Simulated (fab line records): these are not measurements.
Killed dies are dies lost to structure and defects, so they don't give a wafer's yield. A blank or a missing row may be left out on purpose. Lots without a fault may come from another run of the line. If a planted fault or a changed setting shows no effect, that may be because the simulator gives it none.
fab line records | flow nand_harc
[record] lots = 12 | wafers = 36 | last_day = 34
route steps=1302 shown P_CONTACT@233 END@1302
lots untouched by any fault: they come from a run of this same line in which no faults occurred
start_h: start of the lot's first displayed wafer, in hours after the record's first day | wait_h: how many hours have passed since the lot's step before this one | " as in the row above | L1.1+2: several wafers, shown together as one row | - either no value or no given start | * or withheld: withheld | < > ~ a bound
route shown NAME@n: a module of which the file shows steps, and the number in the route of the first | usual: mean/standard deviation of fault-free wafers | same: alike in all rows | chamber/n: place in a boat | sites: per-site readings | _std_site: the standard deviation of these | _edge_site: mean of outer sites minus mean of inner sites | radius_mm: for every site, how far away it sits from the centre of the wafer | mask NAME#n: copy n | behind: the last tool/chamber to shape the wafer | hold: the reason the lot was held/the length of the hold in hours/how it ended | device: transistor that didn't switch, given as n, p or np | end of line: the route-end tests of the same wafers | for a step that has no rows: nothing shown but its recipe | killed: dies lost to structure and defects at the first sort, not the wafer's yield | map: the dies of a wafer, with x for killed, . for not killed, _ for no die there
set.NAME: the setting the step ran with; set.NAME@STEP: the setting that earlier step ran with | model.NAME: the simulator's own value behind a step, which no gauge read
the route's steps for a sample of lots (tables are steps, rows are wafers)
services: when a tool's chamber went out of use (start_h, in hours from the record's first day, below 0 if earlier), for how many hours, and the reason
[[steps]]
[step NHARC_P_CONTACT_OVL_MEAS_13]
[usual] overlay_x_nm = 0.0/0.8 | overlay_y_nm = 0.0/1.1
lot.wafer | tool       | chamber | start_h | wait_h | overlay_x_nm | overlay_y_nm
L170.3    | overlay-02 | -       | 137.15  | -      | -0.8         | 0.2
L170.4    | "          | -       | "       | "      | -0.6         | 0.0
L170.6    | "          | -       | "       | "      | -1.1         | 0.0
L171.2    | overlay-01 | -       | 141.15  | -      | 0.7          | 0.1
L171.3    | "          | -       | "       | "      | 0.0          | 0.0
L171.5    | "          | -       | "       | "      | 0.1          | -0.4
L172.1    | overlay-01 | -       | 154.44  | -      | 0.5          | -0.8
L172.4    | "          | -       | "       | "      | 1.0          | -1.3
L172.5    | "          | -       | "       | "      | 1.3          | -1.5
L173.2    | overlay-02 | -       | 172.49  | -      | 1.3          | 0.3
L173.5    | "          | -       | "       | "      | 0.8          | 0.6
L173.6    | "          | -       | "       | "      | 0.8          | 0.3
L174.3    | overlay-01 | -       | 174.51  | -      | 1.0          | -0.4
L174.5    | "          | -       | "       | "      | 0.6          | -0.6
L174.6    | "          | -       | "       | "      | 0.7          | -0.2
L175.2    | overlay-01 | -       | 185.88  | -      | 0.1          | 0.5
L175.3    | "          | -       | "       | "      | -0.2         | 0.3
L175.5    | "          | -       | "       | "      | 0.1          | 0.6
L177.1    | overlay-01 | -       | 206.98  | -      | 0.7          | 1.2
L177.5    | "          | -       | "       | "      | 1.2          | 1.6
L177.6    | "          | -       | "       | "      | 1.3          | 1.2
L178.1    | overlay-02 | -       | 216.29  | -      | 0.3          | 0.2
L178.3    | "          | -       | "       | "      | -0.9         | -0.1
L178.5    | "          | -       | "       | "      | -0.3         | -0.1
L179.2    | overlay-01 | -       | 230.59  | -      | 0.3          | -0.2
L179.4    | "          | -       | "       | "      | -0.8         | 0.7
L179.6    | "          | -       | "       | "      | 0.2          | -0.4
L182.1    | overlay-01 | -       | 261.74  | -      | -0.1         | 1.3
L182.2    | "          | -       | "       | "      | -0.3         | 1.1
L182.5    | "          | -       | "       | "      | -0.4         | 0.9
L190.3    | overlay-01 | -       | 340.15  | -      | -1.2         | -1.6
L190.4    | "          | -       | "       | "      | -1.5         | -0.6
L190.5    | "          | -       | "       | "      | -2.1         | -1.4
L191.3    | overlay-02 | -       | 353.55  | -      | -0.9         | -0.3
L191.4    | "          | -       | "       | "      | -1.5         | -0.4
L191.6    | "          | -       | "       | "      | -1.4         | -0.4
[step NHARC_P_CONTACT_ETCH_36]
[recipe] target_depth_a = 2600 | over_etch_frac = 0.25 | time_s = 406.25 | ion_energy_ev = 200 | n2_flow_sccm = 150 | h2_flow_sccm = 150 | ar_flow_sccm = 0 | rf_w = 400 | bias_w = 150 | chemistry = N2/H2
[usual] drypump_motor_current_A = 5.8/0.4 | oes_product_au = 1.000/0.011 | rf_vpp_V = 431.8/2.6 | showerhead_plenum_p_Torr = 2.09/0.09 | throttle_valve_pct = 14.172/0.01
lot.wafer | tool        | chamber | start_h | wait_h | drypump_motor_current_A | oes_product_au | rf_hours_counter_h | rf_vpp_V | showerhead_plenum_p_Torr | throttle_valve_pct
L170.3    | rie_diel-11 | 2       | -       | -      | 5.7                     | 1.011          | 1.0                | 434.5    | 2.18                     | 14.173
L170.6    | "           | 0       | "       | "      | 6.4                     | 1.014          | -                  | 434.3    | 2.19                     | 14.177
L170.4    | "           | 2       | "       | "      | 5.7                     | 1.016          | -                  | 435.7    | 2.18                     | 14.172
L171.3    | rie_diel-10 | 2       | -       | -      | 5.0                     | 1.003          | 1.6                | 428.7    | 2.07                     | 14.167
L171.2    | "           | 3       | "       | "      | 5.2                     | 0.979          | 1.7                | 431.9    | 2.10                     | 14.180
L171.5    | "           | 0       | "       | "      | 6.2                     | 1.001          | -                  | 429.3    | 1.96                     | 14.191
L172.1    | rie_diel-10 | 1       | -       | -      | 5.8                     | 0.993          | 2.4                | 432.0    | 2.13                     | 14.166
L172.4    | "           | 2       | "       | "      | 5.0                     | 0.997          | 2.1                | 432.5    | 2.07                     | 14.166
L172.5    | "           | 0       | "       | "      | 6.3                     | 0.989          | -                  | 429.4    | 1.96                     | 14.168
L173.2    | rie_diel-11 | 3       | -       | -      | 5.6                     | 1.002          | 2.2                | 434.3    | 2.18                     | 14.186
L173.5    | "           | 2       | "       | "      | 5.7                     | 0.993          | -                  | 434.2    | 2.18                     | 14.164
L173.6    | "           | 3       | "       | "      | 5.6                     | 0.990          | -                  | 433.8    | 2.18                     | 14.190
L174.3    | rie_diel-10 | 0       | -       | -      | 6.2                     | 0.995          | 3.3                | 428.6    | 1.96                     | 14.177
L174.6    | "           | 3       | "       | "      | 5.2                     | 0.989          | -                  | 432.2    | 2.10                     | 14.177
L174.5    | "           | 0       | "       | "      | 6.2                     | 1.006          | -                  | 427.1    | 1.96                     | 14.161
L175.2    | rie_diel-11 | 0       | 186.30  | 0.2    | 6.4                     | 1.008          | 3.0                | 434.0    | 2.19                     | 14.185
L175.3    | "           | 0       | "       | "      | 6.4                     | 1.007          | -                  | 433.5    | 2.19                     | 14.176
L175.5    | "           | 3       | "       | "      | 5.6                     | 1.005          | -                  | 435.0    | 2.18                     | 14.159
L177.1    | rie_diel-11 | 2       | -       | -      | 5.7                     | 0.998          | 3.4                | 434.7    | 2.18                     | 14.160
L177.5    | "           | 2       | "       | "      | 5.7                     | 0.995          | -                  | 433.8    | 2.18                     | 14.162
L177.6    | "           | 0       | "       | "      | 6.4                     | 1.013          | -                  | 433.7    | 2.19                     | 14.167
L178.1    | rie_diel-12 | 2       | -       | -      | 5.9                     | 0.988          | 5.6                | 431.4    | 2.06                     | 14.170
L178.3    | "           | 3       | "       | "      | 5.6                     | 1.009          | 6.0                | 429.7    | 1.98                     | 14.168
L178.5    | "           | 1       | "       | "      | 5.4                     | 1.005          | -                  | 431.8    | 2.14                     | 14.180
L179.2    | rie_diel-12 | 2       | -       | -      | 5.9                     | 0.990          | 7.3                | 430.8    | 2.06                     | 14.164
L179.4    | "           | 3       | "       | "      | 5.6                     | 1.016          | 7.4                | 429.3    | 1.98                     | 14.169
L179.6    | "           | 1       | "       | "      | 5.4                     | 1.002          | -                  | 433.3    | 2.14                     | 14.182
L182.1    | rie_diel-10 | 0       | -       | -      | 6.2                     | 1.011          | 0.1                | 428.9    | 1.96                     | 14.192
L182.2    | "           | 2       | "       | "      | 5.0                     | 1.001          | 0.2                | 430.8    | 2.07                     | 14.159
L182.5    | "           | 0       | "       | "      | 6.3                     | 1.005          | -                  | 428.1    | 1.96                     | 14.163
L190.3    | rie_diel-12 | 2       | -       | -      | 5.9                     | 0.989          | 3.6                | 431.9    | 2.05                     | 14.173
L190.4    | "           | 2       | "       | "      | 5.9                     | 0.986          | -                  | 430.1    | 2.05                     | 14.173
L190.5    | "           | 3       | "       | "      | 5.6                     | 1.008          | -                  | 428.3    | 1.98                     | 14.175
L191.3    | rie_diel-12 | 2       | -       | -      | 5.9                     | 0.977          | 4.5                | 429.6    | 2.05                     | 14.181
L191.4    | "           | 3       | "       | "      | 5.6                     | 1.001          | 4.5                | 429.3    | 1.98                     | 14.169
L191.6    | "           | 3       | "       | "      | 5.6                     | 1.009          | -                  | 427.3    | 1.98                     | 14.170
[step NHARC_P_CONTACT_PVD_32]
[recipe] target_thk_a = 50 | chamber_pressure_pa = 5 | power_w = 5000 | substrate_temp_c = 200 | time_s = 17.7 | material = Ti
[usual] throttle_valve_pct = 29.6/0.95
lot.wafer | tool           | chamber | start_h | wait_h | throttle_valve_pct
L170.4    | pvd_sputter-03 | -       | -       | -      | 30.7
L170.3    | "              | -       | "       | "      | 28.7
L170.6    | "              | -       | "       | "      | 30.7
L171.3    | pvd_sputter-02 | -       | -       | -      | 31.9
L171.2    | "              | -       | "       | "      | 30.4
L171.5    | "              | -       | "       | "      | 31.5
L172.4    | pvd_sputter-03 | -       | -       | -      | 30.1
L172.1    | "              | -       | "       | "      | 30.2
L172.5    | "              | -       | "       | "      | 30.8
L173.2    | pvd_sputter-01 | -       | -       | -      | 28.7
L173.5    | "              | -       | "       | "      | 28.8
L173.6    | "              | -       | "       | "      | 29.5
L174.3    | pvd_sputter-01 | -       | -       | -      | 29.3
L174.5    | "              | -       | "       | "      | 29.1
L174.6    | "              | -       | "       | "      | 28.9
L175.2    | pvd_sputter-01 | -       | -       | -      | 29.6
L175.3    | "              | -       | "       | "      | 28.9
L175.5    | "              | -       | "       | "      | 28.9
L177.1    | pvd_sputter-03 | -       | -       | -      | 30.6
L177.5    | "              | -       | "       | "      | 30.5
L177.6    | "              | -       | "       | "      | 30.8
L178.3    | pvd_sputter-03 | -       | -       | -      | 30.1
L178.1    | "              | -       | "       | "      | 30.5
L178.5    | "              | -       | "       | "      | 30.4
L179.4    | pvd_sputter-03 | -       | -       | -      | 31.3
L179.2    | "              | -       | "       | "      | 30.5
L179.6    | "              | -       | "       | "      | 31.0
L182.2    | pvd_sputter-02 | -       | -       | -      | 31.3
L182.1    | "              | -       | "       | "      | 29.5
L182.5    | "              | -       | "       | "      | 30.9
L190.3    | pvd_sputter-01 | -       | -       | -      | 29.0
L190.4    | "              | -       | "       | "      | 29.0
L190.5    | "              | -       | "       | "      | 28.0
L191.4    | pvd_sputter-01 | -       | -       | -      | 27.8
L191.3    | "              | -       | "       | "      | 29.3
L191.6    | "              | -       | "       | "      | 28.9
[step NHARC_P_CONTACT_ALD_22]
[recipe] target_thk_a = 30 | pulse_time_s = 1 | ald_cycles = 150 | temp_c = 450 | material = TiN
[usual] ald_cycles = 150/0 | heater_power_w = 1065/110 | precursor_pulse_height_rel = 0.997/0.022
[same] pulse_time_s = 1
lot.wafer | tool         | chamber | start_h | wait_h | ald_cycles | heater_power_w | precursor_pulse_height_rel
L170.3    | ald_metal-03 | 2       | 139.21  | -      | 150        | 1221           | 1.001
L170.4    | "            | 1       | "       | "      | 150        | 971            | 0.999
L170.6    | "            | 2       | "       | "      | 150        | 1221           | 1.023
L171.2    | ald_metal-01 | 0       | 143.10  | -      | 150        | 994            | 1.000
L171.3    | "            | 2       | "       | "      | 150        | 1231           | 1.019
L171.5    | "            | 0       | "       | "      | 150        | 999            | 1.020
L172.4    | ald_metal-01 | 1       | 156.44  | -      | 150        | 1107           | 0.999
L172.1    | "            | 2       | "       | "      | 150        | 1241           | 1.025
L172.5    | "            | 0       | "       | "      | 150        | 997            | 1.021
L173.2    | ald_metal-04 | 2       | 174.57  | -      | 150        | 972            | 1.039
L173.5    | "            | 2       | "       | "      | 150        | 954            | 1.002
L173.6    | "            | 3       | "       | "      | 150        | 930            | 0.988
L174.3    | ald_metal-03 | 1       | 176.50  | -      | 150        | 979            | 0.983
L174.6    | "            | 0       | "       | "      | 150        | 1033           | 0.971
L174.5    | "            | 1       | "       | "      | 150        | 986            | 1.014
L175.3    | ald_metal-03 | 1       | 188.27  | -      | 150        | 989            | 1.018
L175.2    | "            | 2       | "       | "      | 150        | 1197           | 1.028
L175.5    | "            | 2       | "       | "      | 150        | 1204           | 1.033
L177.1    | ald_metal-04 | 3       | 209.05  | -      | 150        | 946            | 1.015
L177.6    | "            | 3       | "       | "      | 150        | 945            | 1.039
L177.5    | "            | 0       | "       | "      | 150        | 1094           | 0.981
L178.3    | ald_metal-04 | 2       | 218.27  | -      | 150        | 962            | 0.984
L178.1    | "            | 3       | "       | "      | 150        | 952            | 0.984
L178.5    | "            | 1       | "       | "      | 150        | 1181           | 1.021
L179.2    | ald_metal-04 | 3       | 232.55  | -      | 150        | 935            | 0.985
L179.4    | "            | 0       | "       | "      | 150        | 1074           | 0.985
L179.6    | "            | 2       | "       | "      | 150        | 963            | 0.969
L182.2    | ald_metal-04 | 3       | 263.67  | -      | 150        | 941            | 0.989
L182.1    | "            | 1       | "       | "      | 150        | 1143           | 1.009
L182.5    | "            | 0       | "       | "      | 65         | 1085           | 0.983
L190.3    | ald_metal-01 | 3       | 342.26  | -      | 150        | 1186           | 0.981
L190.4    | "            | 2       | "       | "      | 150        | 1388           | 1.028
L190.5    | "            | 0       | "       | "      | 150        | 981            | 0.973
L191.3    | ald_metal-03 | 3       | 355.47  | -      | 150        | 927            | 1.000
L191.4    | "            | 0       | "       | "      | 150        | 977            | 0.958
L191.6    | "            | 2       | "       | "      | 150        | 1215           | 1.016
[step NHARC_END_SORT_01]
[recipe] temp_c = 25
[usual] killed_at_array = 51/18 | killed_at_other = 1.0/1.2 | killed_at_periphery = 3.7/2.9 | killed_dies = 55/19 | killed_open = 3.5/1.9 | killed_short = 2.6/1.6
[same] gross_dies = 677
lot.wafer | tool      | chamber | start_h | wait_h | hold                     | killed_at_array | killed_at_other | killed_at_periphery | killed_dies | killed_open | killed_short
L171.2    | prober-02 | 0       | 586.22  | 2.8    | -                        | 60              | 2               | 3                   | 65          | 4           | 3
L171.3    | prober-02 | 0       | 587.02  | 3.1    | -                        | 64              | 2               | 1                   | 67          | 2           | 2
L171.5    | prober-02 | 0       | 588.62  | 3.7    | -                        | 55              | 2               | 0                   | 57          | 1           | 2
L177.1    | prober-01 | 0       | 660.07  | 2.5    | -                        | 67              | 1               | 2                   | 70          | 4           | 1
L177.5    | prober-01 | 0       | 663.25  | 3.7    | -                        | 64              | 1               | 3                   | 68          | 4           | 2
L177.6    | prober-01 | 0       | 664.04  | 4.0    | -                        | 81              | 1               | 2                   | 84          | 2           | 4
L182.1    | prober-02 | 0       | 708.95  | 2.5    | await_dispo/1.3h/release | 46              | 2               | 10                  | 58          | 1           | 5
L182.2    | prober-02 | 0       | 709.74  | 2.8    | await_dispo/1.3h/release | 61              | 1               | 14                  | 76          | 5           | 3
L182.5    | prober-02 | 0       | 712.14  | 3.7    | await_dispo/1.3h/release | 65              | 0               | 612                 | 677         | 1           | 3
// killed by level:class
L171.2 A_CHANNEL_HOLE_D1:chamber_film_flake=38 A_SLIT:chamber_film_flake=9 A_CONTACT:chamber_film_flake=3 A_CHANNEL_FILL_D2:geometric_particle:open=2 A_STAIRCASE:chamber_film_flake=2 THIN_TSV:chamber_film_flake=2 P_M0:geometric_particle:open=1 A_ONON_D1:geometric_particle:short=1
L171.3 A_CHANNEL_HOLE_D1:chamber_film_flake=31 A_SLIT:chamber_film_flake=19 A_CHANNEL_HOLE_D2:chamber_film_flake=9 THIN_TSV:chamber_film_flake=2 A_CHANNEL_FILL_D1:geometric_particle:short=1 A_ONON_D2:geometric_particle:open=1 A_CHANNEL_FILL_D2:geometric_particle:open=1 A_SGD_CUT:geometric_particle:short=1
L171.5 A_CHANNEL_HOLE_D1:chamber_film_flake=35 A_SLIT:chamber_film_flake=12 A_CHANNEL_HOLE_D2:chamber_film_flake=6 A_CHANNEL_FILL_D1:geometric_particle:short=1 STARTING-WAFER:geometric_particle:open=1 STARTING-WAFER:geometric_particle:short=1 A_CONTACT:chamber_film_flake=1
L177.1 A_CHANNEL_HOLE_D1:chamber_film_flake=38 A_SLIT:chamber_film_flake=12 A_CHANNEL_FILL_D1:chamber_film_flake=4 A_CONTACT:chamber_film_flake=4 A_CHANNEL_HOLE_D2:chamber_film_flake=2 A_CHANNEL_HOLE_D2:unspecified=2 A_STAIRCASE:chamber_film_flake=2 P_CONTACT:geometric_particle:short=1
L177.5 A_CHANNEL_HOLE_D1:chamber_film_flake=35 A_SLIT:chamber_film_flake=14 A_STAIRCASE:chamber_film_flake=4 A_CHANNEL_HOLE_D2:unspecified=3 A_CHANNEL_FILL_D1:chamber_film_flake=2 P_M0:geometric_particle:open=1 P_M0:geometric_particle:short=1 P_M1:geometric_particle:open=1
L177.6 A_SLIT:chamber_film_flake=33 A_CHANNEL_HOLE_D1:chamber_film_flake=29 A_CONTACT:chamber_film_flake=8 A_CHANNEL_FILL_D1:chamber_film_flake=3 P_M0:geometric_particle:short=1 A_DECK1_JOINT:geometric_particle:short=1 A_CHANNEL_FILL_D2:geometric_particle:short=1 A_SLIT:geometric_particle:open=1
L182.1 A_SLIT:chamber_film_flake=14 A_CHANNEL_HOLE_D1:chamber_film_flake=12 P_BONDPAD:chamber_film_flake=4 A_CHANNEL_HOLE_D2:chamber_film_flake=4 A_STAIRCASE:chamber_film_flake=4 P_GATE:chamber_film_flake=2 P_CONTACT:chamber_film_flake=2 A_DECK1_JOINT:chamber_film_flake=2
L182.2 A_SLIT:chamber_film_flake=29 A_CHANNEL_HOLE_D2:chamber_film_flake=11 P_BONDPAD:chamber_film_flake=7 A_STAIRCASE:chamber_film_flake=7 P_CONTACT:chamber_film_flake=4 A_CHANNEL_HOLE_D1:chamber_film_flake=4 A_M1:geometric_particle:open=3 P_GATE:chamber_film_flake=2
L182.5 P_CONTACT:area_ald=605 A_CHANNEL_HOLE_D2:chamber_film_flake=21 A_SLIT:chamber_film_flake=12 A_CHANNEL_HOLE_D1:chamber_film_flake=11 A_STAIRCASE:chamber_film_flake=10 P_BONDPAD:chamber_film_flake=4 P_GATE:chamber_film_flake=2 A_ZERO_WELL:chamber_film_flake=2
[[services]]
tool           | chamber | start_h | hours | kind
rie_diel-12    | 0       | 115.28  | 16.0  | repair
ald_metal-04   | -       | 118.00  | 10.0  | pm
rie_diel-11    | 1       | 132.26  | 13.9  | repair
ald_metal-03   | 1       | 140.09  | 16.7  | repair
pvd_sputter-01 | -       | 146.70  | 0.9   | repair
rie_diel-11    | 1       | 147.33  | 69.9  | repair
pvd_sputter-03 | -       | 170.00  | 10.0  | pm
rie_diel-12    | 2       | 172.01  | 11.2  | repair
rie_diel-11    | 2       | 184.04  | 6.3   | repair
rie_diel-10    | 0       | 210.85  | 4.1   | repair
ald_metal-03   | -       | 212.00  | 10.0  | pm
rie_diel-11    | -       | 213.69  | 3.7   | repair
pvd_sputter-01 | -       | 226.00  | 10.0  | pm
rie_diel-12    | -       | 227.82  | 1.0   | repair
rie_diel-11    | 1       | 227.92  | 5.0   | repair
ald_metal-04   | 3       | 236.19  | 3.8   | repair
rie_diel-10    | -       | 242.50  | 9.0   | pm
rie_diel-11    | -       | 255.50  | 9.0   | pm
rie_diel-12    | -       | 268.40  | 9.0   | pm
ald_metal-04   | -       | 296.00  | 10.0  | pm
ald_metal-04   | 1       | 315.96  | 3.4   | repair
ald_metal-04   | -       | 324.03  | 0.9   | repair
pvd_sputter-01 | -       | 345.91  | 2.4   | repair
pvd_sputter-03 | -       | 348.00  | 10.0  | pm
[[key]]
[first_sign] step = NHARC_P_CONTACT_ALD_22 | reading = ald_cycles | direction = down | sigmas = 99+ | usual = 150 | struck = 65
[effect] step = NHARC_END_SORT_01 | reading = killed_at_periphery | direction = up | sigmas = 99+ | usual = 3.7 | struck = 612
[more_kills_born_at] NHARC_P_CONTACT_ALD_22@ald_metal-04 = 605
met_at NHARC_P_CONTACT_ALD_22
struck_lots L182
struck_wafers L182.5
later_rows_left_out L182.5
tester_left_out L182
not_acting_at NHARC_P_CONTACT_OVL_MEAS_13,NHARC_P_CONTACT_ETCH_36,NHARC_P_CONTACT_PVD_32
onset_between 232.55 263.67
[fault] kind = process_parameter_drift | tool = ald_metal-04 | chamber = 0 | onset_h = 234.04 | steps = NHARC_P_CONTACT_ALD_22 | channel = ald_cycles | offset = -85 | shape = step | end_h = 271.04 | acts_in = these_recipes_only | stated = 150
// tester_left_out: of these lots the tester's yield and bins aren't shown, on N5 and GAA mostly nor the transistor test; their killed dies are dies lost to structure and defects alone, not to doping, threshold or leakage, so they don't give the yield
// later_rows_left_out: the simulator's readings of these wafers behind a module that went badly wrong aren't trusted and aren't shown, but for the sort
